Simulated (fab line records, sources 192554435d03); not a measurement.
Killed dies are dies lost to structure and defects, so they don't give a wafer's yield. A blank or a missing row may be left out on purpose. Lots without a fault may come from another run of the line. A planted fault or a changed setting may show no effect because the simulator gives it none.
A struck lot beside a sound one | flow n5_finfet | 16 steps out of a route of 1938
Sound: wafers L840.3, L840.4, L840.5. Struck: wafers L855.1, L855.3, L855.6. The cause comes at the end.
At each step with rows: each side's tool, then ch and its chambers, then its first start. Under that, the readings that differ: sound wafers | struck wafers | difference of the means | sigmas: that difference in standard deviations of wafers without a fault.
alike: readings whose means differ by less than 2 such deviations, and words and numbers that are the same on both sides. not compared: withheld readings, readings that some wafer has no value for, bounds like >300 that may hide the same value, and numbers for which the record gives no deviation and whose values overlap.
The two part at a step that has a row with sigmas, a row that says differs or no value, or rows on one side only. Numbers that don't overlap but have no deviation are shown without sigmas and don't part them. A reading that every wafer of one side lacks parts them only if that side has two wafers or more.

N5_BEOL_M10_ETCH_62: etches SOC in N2/H2, target depth 110 nm, overetch 22 nm, time 165 s.
  sound on rie_diel-03 ch 0,2,3, day 10 05:31; struck on rie_diel-04 ch 0,1, day 15 01:49
  alike: drypump_motor_current_A, oes_product_au, rf_vpp_V, showerhead_plenum_p_Torr, temp_c, throttle_valve_pct
  not compared: rf_hours_counter_h
then, 1 step without rows for these wafers: N5_BEOL_M10_STRIP_68 (strips in N2/H2).
N5_BEOL_M10_STRIP_67: strips in CF4.
  sound on rie_diel-03 ch 0,2,3, day 10 05:40; struck on rie_diel-04 ch 0,1, day 15 01:58
  alike: drypump_motor_current_A, oes_product_au, rf_vpp_V, showerhead_plenum_p_Torr, throttle_valve_pct
  not compared: rf_hours_counter_h
N5_BEOL_M10_HM_OPEN_17: chemistry Cl2/BCl3, target TiN, target depth 20 nm, overetch 6 nm.
  sound on rie_metal-03 ch 0,1, day 10 05:44; struck on rie_metal-03 ch 0,1, day 15 02:01
  alike: drypump_motor_current_A, oes_product_au, throttle_valve_pct
  not compared: rf_hours_counter_h
N5_BEOL_M10_STRIP_19: strips in O2.
  sound on rie_diel-04 ch 1,2,3, day 10 05:54; struck on rie_diel-04 ch 1,2,3, day 15 02:07
  alike: drypump_motor_current_A, oes_product_au, rf_vpp_V, showerhead_plenum_p_Torr, temp_c, throttle_valve_pct
  not compared: rf_hours_counter_h
N5_BEOL_M10_CD_MEAS_18: pitch 140 nm, target cd 70 nm.
  sound on cd_sem-03, day 10 05:58; struck on cd_sem-03, day 15 02:11
  alike: cd_nm
then, 6 steps without rows for these wafers: N5_BEOL_M10_COAT_63 (time 60 s, resist thk 100 nm); N5_BEOL_M10_COAT_64 (time 60 s, resist thk 30 nm); N5_BEOL_M10_COAT_22 (resist thk 90 nm); N5_BEOL_M10_EBR_24; N5_BEOL_M10_SOFTBAKE_23 (time 60 s); N5_BEOL_M10_EXPOSE_25 (exposes mask V9).
N5_BEOL_M10_PEB_26: peb time 60 s.
  sound on litho_track-01 ch 0, day 10 07:34; struck on litho_track-01 ch 0, day 15 02:46
  alike: exhaust_pa
then, 1 step without rows for these wafers: N5_BEOL_M10_DEVELOP_27 (develop time 30 s).
N5_BEOL_M10_CD_MEAS_28: target cd 70 nm.
  sound on cd_sem-02 ch 0, day 10 07:38; struck on cd_sem-01 ch 0, day 15 02:50
  reading    | sound          | struck         | difference | sigmas
  cd_nm (nm) | 68.4 69.3 70.0 | 73.8 74.3 73.5 | +4.6       | +5
N5_BEOL_M10_OVL_MEAS_29:
  sound on overlay-02 ch 0, day 10 07:40; struck on overlay-01 ch 0, day 15 02:52
  alike: V9_OVL

WHERE THEY PART
Only at N5_BEOL_M10_CD_MEAS_28, within this record. Later steps at which nothing parts them and some readings are alike: N5_BEOL_M10_OVL_MEAS_29.

WHY: what the simulator had put in
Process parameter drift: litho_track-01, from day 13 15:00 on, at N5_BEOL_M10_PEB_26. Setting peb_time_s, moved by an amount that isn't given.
